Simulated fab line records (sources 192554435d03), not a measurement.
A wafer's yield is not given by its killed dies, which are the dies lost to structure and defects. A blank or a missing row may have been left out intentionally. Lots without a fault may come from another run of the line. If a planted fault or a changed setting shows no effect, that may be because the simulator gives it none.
Lot-split experiment | flow n5-finfet | 39 wafers read across 7 lots, on a route 1938 steps long

== ABOUT THE SPLIT ==
At N5_SD_EPI_P_EPI_21 (deposits SiGe:B, time 355 s), the setting epi-growth-time-s was moved away from the recipe's 355 s on 15 of the 39 wafers read, by -50.4% to +35.9%. All remaining wafers had this setting at the recipe value.

== THE PATH FROM SPLIT TO READING: the file shows 1 step between them ==
- N5_SD_EPI_P_EPI_MEAS_23

== THE READING ==
SiGe-B_of_SD_EPI_P_EPI_21.thk-nm (the simulator's own value, which no gauge read), in nm, at N5_SD_EPI_P_HM_STRIP_48 (strips SiNx in H3PO4, material SiNx, target depth 3 nm). There is no usual value for it anywhere in the file. Across the 24 wafers here that went through the recipe, the average is 60.7 nm and the standard deviation 0.74 nm.

wafer  | tool, chamber at the split | epi-growth-time-s as run, s | against the recipe | SiGe-B_of_SD_EPI_P_EPI_21.thk-nm, nm | against lot-mates on the recipe
L084.1 | epi-rpcvd-03, 0            | 185.3                       | -47.8%             | 34.4                                 | -26.9
L084.2 | epi-rpcvd-03, 0            | 185.3                       | -47.8%             | 34.4                                 | -26.9
L084.3 | epi-rpcvd-03, 0            | 355                         | recipe             | 61.2                                 | -
L084.5 | epi-rpcvd-03, 0            | 355                         | recipe             | 61.2                                 | -
L084.4 | epi-rpcvd-03, 0            | 355                         | recipe             | 61.4                                 | -
L084.6 | epi-rpcvd-03, 0            | 185.3                       | -47.8%             | 34.6                                 | -26.7
L085.3 | epi-rpcvd-01, 0            | 355                         | recipe             | 60.2                                 | -
L085.4 | epi-rpcvd-01, 0            | 355                         | recipe             | 59.6                                 | -
L085.6 | epi-rpcvd-01, 0            | 355                         | recipe             | 59.4                                 | -
L089.1 | epi-rpcvd-03, 0            | 355                         | recipe             | 61                                   | -
L089.2 | epi-rpcvd-03, 0            | 355                         | recipe             | 61                                   | -
L089.3 | epi-rpcvd-03, 0            | 207.1                       | -41.7%             | 38.6                                 | -22.6
L089.4 | epi-rpcvd-03, 0            | 207.1                       | -41.7%             | 39.6                                 | -21.6
L089.5 | epi-rpcvd-03, 0            | 355                         | recipe             | 61.6                                 | -
L089.6 | epi-rpcvd-03, 0            | 207.1                       | -41.7%             | 38.4                                 | -22.8
L090.1 | epi-rpcvd-03, 0            | 355                         | recipe             | 61                                   | -
L090.2 | epi-rpcvd-03, 0            | 469.9                       | +32.4%             | 73.4                                 | +12.6
L090.3 | epi-rpcvd-03, 0            | 469.9                       | +32.4%             | 74.8                                 | +14.0
L090.4 | epi-rpcvd-03, 0            | 355                         | recipe             | 60.6                                 | -
L090.5 | epi-rpcvd-03, 0            | 469.9                       | +32.4%             | 74.2                                 | +13.4
L090.6 | epi-rpcvd-03, 0            | 355                         | recipe             | 60.8                                 | -
L091.1 | epi-rpcvd-03, 0            | 355                         | recipe             | 60                                   | -
L091.4 | epi-rpcvd-03, 0            | 355                         | recipe             | 60                                   | -
L091.2 | epi-rpcvd-03, 0            | 355                         | recipe             | 60.2                                 | -
L091.6 | epi-rpcvd-03, 0            | 355                         | recipe             | 60.2                                 | -
L091.3 | epi-rpcvd-03, 0            | 355                         | recipe             | 59.8                                 | -
L091.5 | epi-rpcvd-03, 0            | 355                         | recipe             | 60.6                                 | -
L095.1 | epi-rpcvd-03, 0            | 355                         | recipe             | 62.4                                 | -
L095.2 | epi-rpcvd-03, 0            | 482.4                       | +35.9%             | 76.2                                 | +14.2
L095.6 | epi-rpcvd-03, 0            | 482.4                       | +35.9%             | 76.2                                 | +14.2
L095.3 | epi-rpcvd-03, 0            | 482.4                       | +35.9%             | 77                                   | +15.0
L095.4 | epi-rpcvd-03, 0            | 355                         | recipe             | 61.6                                 | -
L095.5 | epi-rpcvd-03, 0            | 355                         | recipe             | 62                                   | -
L097.1 | epi-rpcvd-03, 0            | 355                         | recipe             | 60.6                                 | -
L097.2 | epi-rpcvd-03, 0            | 355                         | recipe             | 60.2                                 | -
L097.3 | epi-rpcvd-03, 0            | 355                         | recipe             | 60.4                                 | -
L097.4 | epi-rpcvd-03, 0            | 176.2                       | -50.4%             | 33                                   | -27.4
L097.5 | epi-rpcvd-03, 0            | 176.2                       | -50.4%             | 32.6                                 | -27.8
L097.6 | epi-rpcvd-03, 0            | 176.2                       | -50.4%             | 32.6                                 | -27.8

FIT RESULTS
A straight line over all 39 wafers: SiGe-B_of_SD_EPI_P_EPI_21.thk-nm changes by +0.508 nm for each +1% of epi-growth-time-s; r = +1.00; the points scatter about the line by 1.3 nm.
The same after taking each lot's own level away (the mean of its wafers on the recipe; 39 wafers): +0.504 nm for each +1%; r = +0.99; scatter 1.4 nm.
Per that fit: largest epi-growth-time-s move, reading shift of 25 nm.
Measured against the standard deviation above, the lots' own levels, which go from 59.73 to 62.00 nm, span 3.0 times it.
Consequently the slope shifts little with the lot-to-lot level, the two slopes agreeing.
Check: for one of the wafers moved furthest among these (-50.4%), held out of the fit, the line's prediction against its lot-mates is -26.3 nm. It came out at -27.4 nm against them.

== THESE WAFERS: OTHER SPLITS ==
These wafers also went through other splits before the reading. Each is held against what the fit with the lots' levels taken away leaves over:
other split on the same wafers     | wafers away from the commonest value | r with SiGe-B_of_SD_EPI_P_EPI_21.thk-nm (lot level and that fit taken away)
N5_FIN_SAQP_ETCH_69 target-depth-a | 18                                   | -0.08

== THE WHOLE CHAIN: every reading that the file lists as answering this split, in the file's order ==
step                    | what it does                                           | reading                                                                           | change (the file's fit)               | r (the file's)
N5_SD_EPI_P_EPI_21      | deposits SiGe:B, time 355 s                            | SiGe-B_of_SD_EPI_P_EPI_21.thk-nm (the simulator's own value, which no gauge read) | +0.515 nm for each +1% of the setting | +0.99
N5_SD_EPI_P_EPI_MEAS_23 |                                                        | thk-nm                                                                            | withheld for each +1% of the setting  | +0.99
N5_SD_EPI_P_HM_STRIP_48 | strips SiNx in H3PO4, material SiNx, target depth 3 nm | SiGe-B_of_SD_EPI_P_EPI_21.thk-nm (the simulator's own value, which no gauge read) | +0.512 nm for each +1% of the setting | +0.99

== THE FILE'S OWN FIT ==
SiGe-B_of_SD_EPI_P_EPI_21.thk-nm changes by +0.512 nm for each +1% of epi-growth-time-s, r = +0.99.
